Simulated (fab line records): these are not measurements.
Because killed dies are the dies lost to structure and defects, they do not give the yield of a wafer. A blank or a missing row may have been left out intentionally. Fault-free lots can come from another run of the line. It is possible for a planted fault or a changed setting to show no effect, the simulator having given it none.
One fault through the eyes of 3 desks :: flow n5Finfet :: each desk holds nothing but its own numbers, with what lay behind them at the end

== METROLOGY DESK ==
Lot by lot, what the gauges showed, no matter which tool ran the lot: averages of those sampled wafers that carry a number. If a lot's mean is further than 4 standard deviations from the usual mean, the lot is out of limits and carries the mark OUT (the distance appears in the brackets). It has 10 readings; the 7 that lie furthest out on some lot are the ones shown.
Columns: A = DIBL_P at N5_BEOL_M4_RC_MEAS_101, usual 36.3 mV/V; B = IOFF_N at N5_BEOL_M4_RC_MEAS_101, usual 0.16 nA/um; C = ION_P at N5_BEOL_M4_RC_MEAS_101, usual 461 uA/um; D = SS_N at N5_BEOL_M4_RC_MEAS_101, usual 71.4 mV/dec; E = SS_P at N5_BEOL_M4_RC_MEAS_101, usual 73.2 mV/dec; F = VT_N at N5_BEOL_M4_RC_MEAS_101, usual 250 mV; G = VT_P at N5_BEOL_M4_RC_MEAS_101, usual -250.9 mV
lot: L939
first seen here: day 8 20:15
A: 37.8
B: 0.19
C: 465
D: 72.5
E: 73.6
F: 247
G: -249.0

lot: L940
first seen here: day 8 23:30
A: 38.3
B: 0.19
C: 468
D: 71.3
E: 73.5
F: 248
G: -247.7

lot: L942
first seen here: day 9 10:52
A: 36.1
B: 0.16
C: 462
D: 71.3
E: 73.3
F: 250
G: -250.7

lot: L945
first seen here: day 10 07:46
A: 37.1
B: 0.17
C: 464
D: 72.0
E: 74.1
F: 251
G: -247.2

lot: L949
first seen here: day 10 11:23
A: 34.4
B: 0.12
C: 465
D: 70.5
E: 72.7
F: 256
G: -252.0

lot: L948
first seen here: day 11 04:19
A: 36.5
B: 0.17
C: 459
D: 71.2
E: 73.4
F: 247
G: -252.4

lot: L953
first seen here: day 12 00:50
A: 37.0
B: 0.14
C: 453
D: 71.3
E: 73.0
F: 254
G: -255.3

lot: L959
first seen here: day 14 04:22
A: 34.9
B: 0.14
C: 458
D: 71.1
E: 72.9
F: 248
G: -252.1

lot: L960
first seen here: day 14 07:43
A: 39.0
B: 0.17
C: 473
D: 71.4
E: 73.8
F: 246
G: -247.3
This desk's finding: nothing out of limits on any of the 9 lots.

== FOR THE TOOL OWNER'S DESK: rieMetal-01 ==
The tool's own readings at N5_GATE_CUT_CUT_ETCH_53 (etches W in SF6/Cl2, target depth 79.2 nm): means of the sampled wafers that have a number, for each lot that ran on this tool. If a lot's mean is further than 4 standard deviations from the usual mean, the lot is out of limits and carries the mark OUT (the distance appears in the brackets).
Columns: A = drypumpMotorCurrentA at N5_GATE_CUT_CUT_ETCH_53, usual 6.07 A; B = etchRfOnTimeS at N5_GATE_CUT_CUT_ETCH_53, usual 26.3 s; C = oesProductAu at N5_GATE_CUT_CUT_ETCH_53, usual 0.72 a.u.; D = throttleValvePct at N5_GATE_CUT_CUT_ETCH_53, usual 28.87 %
lot: L939
first seen here: day 5 02:14
A: 5.56
B: 25.9
C: 0.73
D: 28.79

lot: L949
first seen here: day 7 05:12
A: 5.84
B: 26.3
C: 0.72
D: 29.02

lot: L953
first seen here: day 8 06:27
A: 6.12
B: 26.5
C: 0.73
D: 29.24

lot: L959
first seen here: day 9 18:55
A: 6.13
B: 22.3 (-7.9) OUT
C: 0.80
D: 29.26

lot: L960
first seen here: day 10 01:55
A: 5.84
B: 24.0 (-4.4) OUT
C: 0.76
D: 29.03
This desk finds L959, L960 out of limits, L959 being first, at day 9 18:55 (etchRfOnTimeS at N5_GATE_CUT_CUT_ETCH_53). In limits: L939, L949, L953.

== THE DEFECT DESK ==
Lot by lot, what the route's inspections counted, given as the mean of those sampled wafers with a number. If a lot's mean is further than 4 standard deviations from the usual mean, the lot is out of limits and carries the mark OUT (the distance appears in the brackets).
Columns: A = rawDefectCount at N5_GATE_CUT_INSPECT_15, usual 117
lot: L939
first seen here: day 5 01:41
A: 73

lot: L940
first seen here: day 5 04:13
A: 82

lot: L942
first seen here: day 5 14:39
A: 123

lot: L945
first seen here: day 6 07:27
A: 93

lot: L948
first seen here: day 7 02:05
A: 118

lot: L949
first seen here: day 7 04:47
A: 164

lot: L953
first seen here: day 8 05:57
A: 90

lot: L959
first seen here: day 9 18:29
A: 114

lot: L960
first seen here: day 10 01:25
A: 81
This desk's finding: nothing out of limits on any of the 9 lots.

== ALL TOGETHER ==
On L959, L960, at day 9 18:55, an alarm was possible from the tool owner's desk.
Metrology desk: nothing out of limits seen.
Nothing out of limits was seen by the defect desk.
The metrology desk holds a record of L959, L960, inside its limits.
The defect desk has L959, L960 on record, within its limits.
Of the lots named, all ran N5_GATE_CUT_CUT_ETCH_53 on rieMetal-01.

== WHAT HAD BEEN PUT IN BY THE SIMULATOR ==
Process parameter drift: rieMetal-01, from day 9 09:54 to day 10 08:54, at N5_GATE_CUT_CUT_ETCH_53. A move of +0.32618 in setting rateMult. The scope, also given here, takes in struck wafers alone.
Shown lots that were struck: L959, L960.
Hours from the fault's start to each desk's first reading out of limits: the tool owner's desk, 9.
